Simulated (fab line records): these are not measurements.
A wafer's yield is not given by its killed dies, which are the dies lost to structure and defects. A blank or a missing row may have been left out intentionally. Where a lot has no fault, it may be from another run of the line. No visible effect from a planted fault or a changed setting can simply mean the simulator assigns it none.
Which tool did it? | flow nand harc | 21 lots, 63 wafers sampled, at 6 steps of a route of 1159

== WHAT THE GAUGES SHOWED, per wafer ==
The record holds no reading of a measuring or inspecting step that can be judged against a usual standard deviation.

== WHICH TOOL RAN EACH LOT (tool, then ch and the chambers of the sampled wafers, then the start) ==
lot  | NHARC_A_STAIRCASE_TRIM_222                    | NHARC_A_STAIRCASE_TRIM_229         | NHARC_A_STAIRCASE_ETCH_253         | NHARC_A_STAIRCASE_ETCH_452                    | NHARC_A_STAIRCASE_ETCH_294                    | NHARC_A_STAIRCASE_HM_DEP_462
L076 | rie diel-10 ch 0,2, day 11 18:56 or earlier   | rie diel-13 ch 1,2,3, day 11 18:56 | rie diel-13 ch 0,3, day 11 22:41   | rie diel-09 ch 0,1,2, day 12 05:55 or earlier | rie diel-09 ch 0,2, day 12 05:55 or earlier   | acl dep-02 ch 0, day 12 05:55
L077 | rie diel-13 ch 0,1, day 11 19:59 or earlier   | rie diel-13 ch 1,3, day 11 19:59   | rie diel-09 ch 0,2, day 11 23:35   | rie diel-10 ch 0,1, day 12 07:29 or earlier   | rie diel-10 ch 1,2, day 12 07:29 or earlier   | acl dep-01 ch 0, day 12 07:29
L078 | rie diel-13 ch 0,1,2, day 11 21:27 or earlier | rie diel-10 ch 2,3, day 11 21:27   | rie diel-09 ch 0,1,3, day 12 00:32 | rie diel-09 ch 0,2,3, day 12 07:27 or earlier | rie diel-09 ch 0,1,3, day 12 07:27 or earlier | acl dep-02 ch 0, day 12 07:27
L079 | rie diel-09 ch 0,2,3, day 12 22:28 or earlier | rie diel-10 ch 0,1,3, day 12 22:28 | rie diel-13 ch 0,1,2, day 13 01:16 | rie diel-09 ch 0,1,3, day 13 10:08 or earlier | rie diel-09 ch 1,2,3, day 13 10:08 or earlier | acl dep-02 ch 0, day 13 10:08
L080 | rie diel-13 ch 0,2,3, day 13 00:06 or earlier | rie diel-09 ch 0,1, day 13 00:06   | rie diel-13 ch 0,1,3, day 13 02:56 | rie diel-13 ch 1,2,3, day 13 17:15 or earlier | rie diel-13 ch 0,1,2, day 13 17:15 or earlier | acl dep-02 ch 0, day 13 17:15
L081 | rie diel-09 ch 0,2,3, day 13 06:26 or earlier | rie diel-10 ch 1,2, day 13 06:26   | rie diel-13 ch 1,2, day 13 09:11   | rie diel-13 ch 1,2, day 13 21:22 or earlier   | rie diel-13 ch 1,2,3, day 13 21:22 or earlier | acl dep-03 ch 0, day 13 21:22
L082 | rie diel-10 ch 0,2, day 13 06:27 or earlier   | rie diel-09 ch 0,2, day 13 06:27   | rie diel-10 ch 0,1, day 13 09:22   | rie diel-09 ch 0,1,2, day 13 22:49 or earlier | rie diel-09 ch 0,1,3, day 13 22:49 or earlier | acl dep-02 ch 0, day 13 22:49
L083 | rie diel-09 ch 0,2,3, day 13 09:00 or earlier | rie diel-09 ch 1,2,3, day 13 09:00 | rie diel-09 ch 1,3, day 13 11:32   | rie diel-09 ch 1,2,3, day 14 00:38 or earlier | rie diel-09 ch 0,1,3, day 14 00:38 or earlier | acl dep-02 ch 0, day 14 00:38
L084 | rie diel-09 ch 1,2, day 13 12:22 or earlier   | rie diel-09 ch 1,3, day 13 12:22   | rie diel-09 ch 0,2,3, day 13 14:54 | rie diel-10 ch 0,1,2, day 14 04:58 or earlier | rie diel-10 ch 1,2,3, day 14 04:58 or earlier | acl dep-02 ch 0, day 14 04:58
L086 | rie diel-13 ch 0,1,2, day 14 11:37 or earlier | rie diel-13 ch 1,3, day 14 11:37   | rie diel-09 ch 0,1,3, day 14 14:33 | rie diel-13 ch 0,1,3, day 14 21:43 or earlier | rie diel-13 ch 0,1,2, day 14 21:43 or earlier | acl dep-03 ch 0, day 14 21:43
L085 | rie diel-09 ch 0,3, day 14 12:55 or earlier   | rie diel-09 ch 1,2, day 14 12:55   | rie diel-09 ch 0,1,2, day 14 15:37 | rie diel-09 ch 0,1,2, day 15 01:26 or earlier | rie diel-09 ch 2,3, day 15 01:26 or earlier   | acl dep-03 ch 0, day 15 01:26
L089 | rie diel-10 ch 1,2,3, day 14 18:44 or earlier | rie diel-09 ch 1,2,3, day 14 18:44 | rie diel-10 ch 0,2,3, day 14 21:26 | rie diel-09 ch 0,1,2, day 15 03:18 or earlier | rie diel-09 ch 1,2, day 15 03:18 or earlier   | acl dep-01 ch 0, day 15 03:18
L088 | rie diel-09 ch 0,2,3, day 14 19:29 or earlier | rie diel-10 ch 1,2,3, day 14 19:29 | rie diel-10 ch 0,2,3, day 14 22:21 | rie diel-09 ch 0,2,3, day 15 06:50 or earlier | rie diel-09 ch 0,1,3, day 15 06:50 or earlier | acl dep-03 ch 0, day 15 06:50
L090 | rie diel-13 ch 0,3, day 15 02:06 or earlier   | rie diel-10 ch 0,2,3, day 15 02:06 | rie diel-10 ch 2,3, day 15 04:53   | rie diel-09 ch 0,1,2, day 15 11:18 or earlier | rie diel-09 ch 1,2,3, day 15 11:18 or earlier | acl dep-01 ch 0, day 15 11:18
L092 | rie diel-09 ch 0,1,2, day 15 15:08 or earlier | rie diel-09 ch 0,2,3, day 15 15:08 | rie diel-09 ch 0,1,2, day 15 19:19 | rie diel-09 ch 0,1,2, day 16 04:34 or earlier | rie diel-09 ch 0,1,2, day 16 04:34 or earlier | acl dep-02 ch 0, day 16 04:34
L094 | rie diel-13 ch 0,2,3, day 15 16:07 or earlier | rie diel-13 ch 0,2,3, day 15 16:07 | rie diel-09 ch 0,1,2, day 15 20:40 | rie diel-09 ch 0,1,3, day 16 06:12 or earlier | rie diel-09 ch 0,2,3, day 16 06:12 or earlier | acl dep-03 ch 0, day 16 06:12
L093 | rie diel-09 ch 1,2,3, day 15 21:11 or earlier | rie diel-09 ch 0,2,3, day 15 21:11 | rie diel-09 ch 1,2,3, day 16 01:34 | rie diel-09 ch 0,2,3, day 16 10:19 or earlier | rie diel-09 ch 0,2,3, day 16 10:19 or earlier | acl dep-02 ch 0, day 16 10:19
L091 | rie diel-09 ch 0,2,3, day 15 23:53 or earlier | rie diel-09 ch 0,1,3, day 15 23:53 | rie diel-10 ch 0,1,3, day 16 03:21 | rie diel-09 ch 0,1,2, day 16 12:07 or earlier | rie diel-09 ch 0,1,2, day 16 12:07 or earlier | acl dep-03 ch 0, day 16 12:07
L096 | rie diel-10 ch 0,2, day 16 07:33 or earlier   | rie diel-10 ch 0,1,2, day 16 07:33 | rie diel-10 ch 0,1,3, day 16 10:13 | rie diel-10 ch 1,2,3, day 16 20:40 or earlier | rie diel-10 ch 0,1, day 16 20:40 or earlier   | acl dep-03 ch 0, day 16 20:40
L095 | rie diel-13 ch 0,2,3, day 16 09:22 or earlier | rie diel-13 ch 0,1,2, day 16 09:22 | rie diel-09 ch 0,1,3, day 16 12:12 | rie diel-13 ch 0,1,3, day 16 22:05 or earlier | rie diel-13 ch 0,1,3, day 16 22:05 or earlier | acl dep-01 ch 0, day 16 22:05
L097 | rie diel-09 ch 1,2, day 17 06:20 or earlier   | rie diel-09 ch 1,2,3, day 17 06:20 | rie diel-10 ch 0,3, day 17 09:00   | rie diel-13 ch 0,1,3, day 17 16:33 or earlier | rie diel-13 ch 0,1,2, day 17 16:33 or earlier | acl dep-02 ch 0, day 17 16:33
- NHARC_A_STAIRCASE_TRIM_222: chemistry O2, time 211.2 s.
- NHARC_A_STAIRCASE_TRIM_229: chemistry O2, time 211.2 s.
- NHARC_A_STAIRCASE_ETCH_253: etches the open film in C4F8/O2, target depth 50 nm, time 20.2 s.
- NHARC_A_STAIRCASE_ETCH_452: etches the open film in CF4/O2, target depth 30 nm, overetch 3 nm, time 16.5 s.
- NHARC_A_STAIRCASE_ETCH_294: etches the open film in C4F8/O2/Ar, target depth 4992 nm, time 1212.4 s.
- NHARC_A_STAIRCASE_HM_DEP_462: deposits aC, target thk 800 nm.

== WHAT THE TOOLS THEMSELVES READ (means of the sampled wafers that have a number; where no wafer has one, the mark that the record gives instead) ==
NHARC_A_STAIRCASE_TRIM_222. Usual: drypump motor current A 6.1 A, standard deviation 0.45; mfc ar sccm 0.005 sccm, standard deviation 0.009; oes product au 1.001 a.u., standard deviation 0.0092; rf vpp V 57.5 V, standard deviation 0.92; showerhead plenum p Torr 3.44 Torr, standard deviation 0.094; throttle valve pct 17.037 %, standard deviation 0.0095.
lot  | tool        | drypump motor current A (A) | mfc ar sccm (sccm) | oes product au (a.u.) | rf vpp V (V) | showerhead plenum p Torr (Torr) | throttle valve pct (%) | flag
L076 | rie diel-10 | 5.5                         | 0.015              | 0.991                 | 57.7         | 3.41                            | 17.038                 |
L077 | rie diel-13 | 6.0                         | 0.009              | 1.009                 | 56.8         | 3.52                            | 17.036                 |
L078 | rie diel-13 | 6.1                         | 0.014              | 1.011                 | 56.8         | 3.46                            | 17.047                 |
L079 | rie diel-09 | 6.3                         | 0.000              | 1.006                 | 57.5         | 3.42                            | 17.034                 |
L080 | rie diel-13 | 5.9                         | 0.014              | 1.009                 | 57.8         | 3.45                            | 17.041                 |
L081 | rie diel-09 | 6.3                         | 0.000              | 0.996                 | 56.9         | 3.42                            | 17.025                 |
L082 | rie diel-10 | 5.2                         | 0.016              | 0.993                 | 58.0         | 3.40                            | 17.033                 |
L083 | rie diel-09 | 6.3                         | 0.000              | 0.995                 | 57.6         | 3.41                            | 17.044                 |
L084 | rie diel-09 | 6.4                         | 0.000              | 1.000                 | 57.0         | 3.37                            | 17.033                 |
L086 | rie diel-13 | 6.1                         | 0.014              | 1.000                 | 58.0         | 3.45                            | 17.039                 |
L085 | rie diel-09 | 6.3                         | 0.000              | 0.998                 | 58.3         | 3.40                            | 17.038                 |
L089 | rie diel-10 | 5.4                         | 0.011              | 1.004                 | 58.1         | 3.52                            | 17.041                 |
L088 | rie diel-09 | 6.3                         | 0.000              | 1.000                 | 57.8         | 3.41                            | 17.033                 |
L090 | rie diel-13 | 5.9                         | 0.009              | 1.006                 | 58.1         | 3.50                            | 17.043                 |
L092 | rie diel-09 | 6.1                         | 0.000              | 0.999                 | 57.9         | 3.42                            | 17.040                 |
L094 | rie diel-13 | 5.9                         | 0.014              | 1.001                 | 57.1         | 3.44                            | 17.041                 |
L093 | rie diel-09 | 6.4                         | 0.000              | 0.999                 | 56.4         | 3.35                            | 17.042                 |
L091 | rie diel-09 | 6.2                         | 0.000              | 1.001                 | 57.6         | 3.40                            | 17.037                 |
L096 | rie diel-10 | 5.5                         | 0.015              | 0.992                 | 57.5         | 3.39                            | 17.033                 |
L095 | rie diel-13 | 5.9                         | 0.014              | 1.001                 | 57.5         | 3.44                            | 17.028                 |
L097 | rie diel-09 | 6.3                         | 0.000              | 0.999                 | 56.6         | 3.36                            | 17.039                 |

NHARC_A_STAIRCASE_TRIM_229. Usual: drypump motor current A 6.0 A, standard deviation 0.47; mfc ar sccm 0.006 sccm, standard deviation 0.0088; oes product au 1.001 a.u., standard deviation 0.0085; rf vpp V 57.6 V, standard deviation 0.83; showerhead plenum p Torr 3.45 Torr, standard deviation 0.1; throttle valve pct 17.036 %, standard deviation 0.0096.
lot  | tool        | drypump motor current A (A) | mfc ar sccm (sccm) | oes product au (a.u.) | rf vpp V (V) | showerhead plenum p Torr (Torr) | throttle valve pct (%) | flag
L076 | rie diel-13 | 6.2                         | 0.009              | 1.009                 | 57.8         | 3.44                            | 17.038                 |
L077 | rie diel-13 | 6.5                         | 0.000              | 1.004                 | 58.6         | 3.48                            | 17.037                 |
L078 | rie diel-10 | 5.3                         | 0.011              | 0.996                 | 57.3         | 3.44                            | 17.026                 |
L079 | rie diel-10 | 5.6                         | 0.010              | 1.002                 | 58.2         | 3.53                            | 17.032                 |
L080 | rie diel-09 | 5.8                         | 0.000              | 0.992                 | 57.1         | 3.51                            | 17.031                 |
L081 | rie diel-10 | 5.3                         | 0.016              | 0.998                 | 58.5         | 3.59                            | 17.030                 |
L082 | rie diel-09 | 5.9                         | 0.000              | 1.000                 | 57.2         | 3.49                            | 17.044                 |
L083 | rie diel-09 | 6.4                         | 0.000              | 1.003                 | 57.7         | 3.36                            | 17.040                 |
L084 | rie diel-09 | 6.3                         | 0.000              | 1.014                 | 57.4         | 3.38                            | 17.033                 |
L086 | rie diel-13 | 6.3                         | 0.000              | 1.015                 | 58.1         | 3.47                            | 17.040                 |
L085 | rie diel-09 | 6.3                         | 0.000              | 0.989                 | 57.8         | 3.37                            | 17.041                 |
L089 | rie diel-09 | 6.4                         | 0.000              | 1.004                 | 57.8         | 3.35                            | 17.034                 |
L088 | rie diel-10 | 5.4                         | 0.011              | 0.999                 | 57.7         | 3.52                            | 17.040                 |
L090 | rie diel-10 | 5.5                         | 0.010              | 0.998                 | 58.9         | 3.42                            | 17.037                 |
L092 | rie diel-09 | 6.2                         | 0.000              | 0.999                 | 57.4         | 3.40                            | 17.043                 |
L094 | rie diel-13 | 5.9                         | 0.014              | 1.004                 | 57.0         | 3.44                            | 17.032                 |
L093 | rie diel-09 | 6.2                         | 0.000              | 1.000                 | 57.6         | 3.40                            | 17.044                 |
L091 | rie diel-09 | 6.1                         | 0.000              | 1.003                 | 57.6         | 3.41                            | 17.029                 |
L096 | rie diel-10 | 5.4                         | 0.016              | 0.998                 | 57.9         | 3.49                            | 17.034                 |
L095 | rie diel-13 | 6.1                         | 0.014              | 1.004                 | 56.9         | 3.44                            | 17.042                 |
L097 | rie diel-09 | 6.4                         | 0.000              | 0.997                 | 57.8         | 3.34                            | 17.043                 |

NHARC_A_STAIRCASE_ETCH_253. Usual: oes product au 0.950 a.u., standard deviation 0.02; rf fwd power W 587.6 W, standard deviation 2.9; rf vpp V 893 V, standard deviation 3.7.
lot  | tool        | oes product au (a.u.) | rf fwd power W (W) | rf vpp V (V) | flag
L076 | rie diel-13 | 0.974                 | 588.4              | 895          |
L077 | rie diel-09 | 0.972                 | 587.9              | 892          |
L078 | rie diel-09 | 0.963                 | 587.1              | 893          |
L079 | rie diel-13 | 0.961                 | 587.0              | 893          |
L080 | rie diel-13 | 0.953                 | 588.1              | 895          |
L081 | rie diel-13 | 0.951                 | 585.5              | 893          |
L082 | rie diel-10 | 0.950                 | 587.8              | 895          |
L083 | rie diel-09 | 0.946                 | 584.2              | 889          |
L084 | rie diel-09 | 0.948                 | 587.0              | 891          |
L086 | rie diel-09 | 0.960                 | 586.5              | 892          |
L085 | rie diel-09 | 0.942                 | 588.8              | 893          |
L089 | rie diel-10 | 0.953                 | 588.4              | 893          |
L088 | rie diel-10 | 0.925                 | 588.3              | 893          |
L090 | rie diel-10 | 0.954                 | 589.4              | 892          |
L092 | rie diel-09 | 0.966                 | 586.7              | 893          |
L094 | rie diel-09 | 0.928                 | 589.7              | 892          |
L093 | rie diel-09 | 0.922                 | 586.9              | 889          |
L091 | rie diel-10 | 0.966                 | 588.2              | 895          |
L096 | rie diel-10 | 0.935                 | 590.5              | 896          |
L095 | rie diel-09 | 0.974                 | 584.3              | 891          |
L097 | rie diel-10 | 0.907                 | 590.7              | 892          |

NHARC_A_STAIRCASE_ETCH_452. Usual: cf4 flow sccm 80.00 sccm, standard deviation 0.26; drypump motor current A 6.1 A, standard deviation 0.44; mfc ar sccm 0.005 sccm, standard deviation 0.0085; oes product au 1.000 a.u., standard deviation 0.0088; rf fwd power W 293.5 W, standard deviation 1.2; rf vpp V 197.0 V, standard deviation 1; showerhead plenum p Torr 1.29 Torr, standard deviation 0.037; throttle valve pct 13.397 %, standard deviation 0.0094.
lot  | tool        | cf4 flow sccm (sccm) | drypump motor current A (A) | mfc ar sccm (sccm) | oes product au (a.u.) | rf fwd power W (W) | rf vpp V (V) | showerhead plenum p Torr (Torr) | throttle valve pct (%) | flag
L076 | rie diel-09 | 79.88                | 6.1                         | 0.000              | 0.996                 | 293.4              | 197.9        | 1.30                            | 13.396                 |
L077 | rie diel-10 | 79.70                | 5.6                         | 0.015              | 0.998                 | 295.6              | 197.6        | 1.33                            | 13.407                 |
L078 | rie diel-09 | 79.99                | 6.2                         | 0.000              | 0.997                 | 293.2              | 197.4        | 1.29                            | 13.394                 |
L079 | rie diel-09 | 80.21                | 6.2                         | 0.000              | 1.005                 | 293.3              | 195.9        | 1.30                            | 13.401                 |
L080 | rie diel-13 | 80.09                | 6.2                         | 0.009              | 0.998                 | 293.4              | 196.8        | 1.30                            | 13.394                 |
L081 | rie diel-13 | 80.15                | 6.3                         | 0.009              | 1.000                 | 293.1              | 197.5        | 1.30                            | 13.394                 |
L082 | rie diel-09 | 79.89                | 6.1                         | 0.000              | 1.003                 | 292.7              | 197.1        | 1.29                            | 13.400                 |
L083 | rie diel-09 | 79.92                | 6.4                         | 0.000              | 0.996                 | 292.4              | 196.7        | 1.27                            | 13.398                 |
L084 | rie diel-10 | 79.83                | 5.3                         | 0.016              | 0.996                 | 293.5              | 197.8        | 1.32                            | 13.401                 |
L086 | rie diel-13 | 80.19                | 6.2                         | 0.005              | 1.003                 | 293.3              | 197.2        | 1.32                            | 13.389                 |
L085 | rie diel-09 | 79.87                | 6.1                         | 0.000              | 0.993                 | 292.8              | 196.8        | 1.29                            | 13.406                 |
L089 | rie diel-09 | 80.01                | 6.1                         | 0.000              | 1.004                 | 293.5              | 196.4        | 1.29                            | 13.386                 |
L088 | rie diel-09 | 80.16                | 6.2                         | 0.000              | 1.000                 | 293.3              | 197.1        | 1.29                            | 13.394                 |
L090 | rie diel-09 | 80.00                | 6.1                         | 0.000              | 0.993                 | 293.8              | 197.4        | 1.29                            | 13.399                 |
L092 | rie diel-09 | 79.92                | 6.1                         | 0.000              | 0.998                 | 294.1              | 197.2        | 1.29                            | 13.398                 |
L094 | rie diel-09 | 79.97                | 6.1                         | 0.000              | 1.001                 | 292.7              | 197.0        | 1.29                            | 13.406                 |
L093 | rie diel-09 | 79.75                | 6.2                         | 0.000              | 0.994                 | 293.2              | 196.6        | 1.28                            | 13.410                 |
L091 | rie diel-09 | 80.05                | 6.1                         | 0.000              | 0.996                 | 293.1              | 196.7        | 1.29                            | 13.401                 |
L096 | rie diel-10 | 80.17                | 5.4                         | 0.011              | 0.996                 | 293.2              | 198.0        | 1.33                            | 13.399                 |
L095 | rie diel-13 | 79.84                | 6.2                         | 0.005              | 0.996                 | 294.4              | 197.0        | 1.31                            | 13.388                 |
L097 | rie diel-13 | 80.29                | 6.2                         | 0.005              | 1.007                 | 293.7              | 197.4        | 1.31                            | 13.396                 |

NHARC_A_STAIRCASE_ETCH_294. Usual: oes product au 0.934 a.u., standard deviation 0.012; rf fwd power W 599.8 W, standard deviation 1.7; rf vpp V 1819 V, standard deviation 7.2.
lot  | tool        | oes product au (a.u.) | rf fwd power W (W) | rf vpp V (V) | flag
L076 | rie diel-09 | 0.940                 | 598.2              | 1819         |
L077 | rie diel-10 | 0.918                 | 598.9              | 1825         |
L078 | rie diel-09 | 0.933                 | 599.7              | 1820         |
L079 | rie diel-09 | 0.940                 | 598.5              | 1814         |
L080 | rie diel-13 | 0.943                 | 599.7              | 1822         |
L081 | rie diel-13 | 0.937                 | 600.0              | 1820         |
L082 | rie diel-09 | 0.948                 | 600.6              | 1820         |
L083 | rie diel-09 | 0.932                 | 597.1              | 1821         |
L084 | rie diel-10 | 0.940                 | 598.8              | 1827         |
L086 | rie diel-13 | 0.948                 | 599.7              | 1822         |
L085 | rie diel-09 | 0.939                 | 599.2              | 1813         |
L089 | rie diel-09 | 0.923                 | 600.4              | 1814         |
L088 | rie diel-09 | 0.925                 | 599.9              | 1819         |
L090 | rie diel-09 | 0.929                 | 599.3              | 1814         |
L092 | rie diel-09 | 0.914                 | 600.2              | 1818         |
L094 | rie diel-09 | 0.919                 | 598.6              | 1818         |
L093 | rie diel-09 | 0.936                 | 599.5              | 1818         |
L091 | rie diel-09 | 0.943                 | 598.1              | 1819         |
L096 | rie diel-10 | 0.937                 | 598.9              | 1831         |
L095 | rie diel-13 | 0.921                 | 600.9              | 1823         |
L097 | rie diel-13 | 0.948                 | 601.9              | 1820         |

NHARC_A_STAIRCASE_HM_DEP_462. Usual: 34.999 % for throttle valve pct, sd 0.0088.
lot  | tool       | throttle valve pct (%) | flag
L076 | acl dep-02 | 35.006                 |
L077 | acl dep-01 | 34.994                 |
L078 | acl dep-02 | 34.998                 |
L079 | acl dep-02 | 35.003                 |
L080 | acl dep-02 | 34.986                 |
L081 | acl dep-03 | 34.991                 |
L082 | acl dep-02 | 34.993                 |
L083 | acl dep-02 | 34.996                 |
L084 | acl dep-02 | 35.005                 |
L086 | acl dep-03 | 34.996                 |
L085 | acl dep-03 | 34.999                 |
L089 | acl dep-01 | 35.007                 |
L088 | acl dep-03 | 34.995                 |
L090 | acl dep-01 | 34.992                 |
L092 | acl dep-02 | 34.997                 |
L094 | acl dep-03 | 35.001                 |
L093 | acl dep-02 | 34.999                 |
L091 | acl dep-03 | 35.006                 |
L096 | acl dep-03 | 35.006                 |
L095 | acl dep-01 | 34.999                 |
L097 | acl dep-02 | 35.004                 |

== THE ANSWER, worked out from the rows above alone ==
Rule: lot off if the mean of its wafers having a number is beyond 3 standard deviations from the usual mean. Also off: a lot with no number at a reading for which 4 or more lots have one. All remaining lots with rows at the step are treated as sound. First the gauges in route order, then the tools' own readings, where a lot's mean is used as printed above. The first step at which some lot is off is used, and at that step the reading that is off furthest; a lot without a number counts as furthest.
Nothing can be told from this: no lot is off at any reading shown.

== WHAT THE SIMULATOR HAD PUT IN ==
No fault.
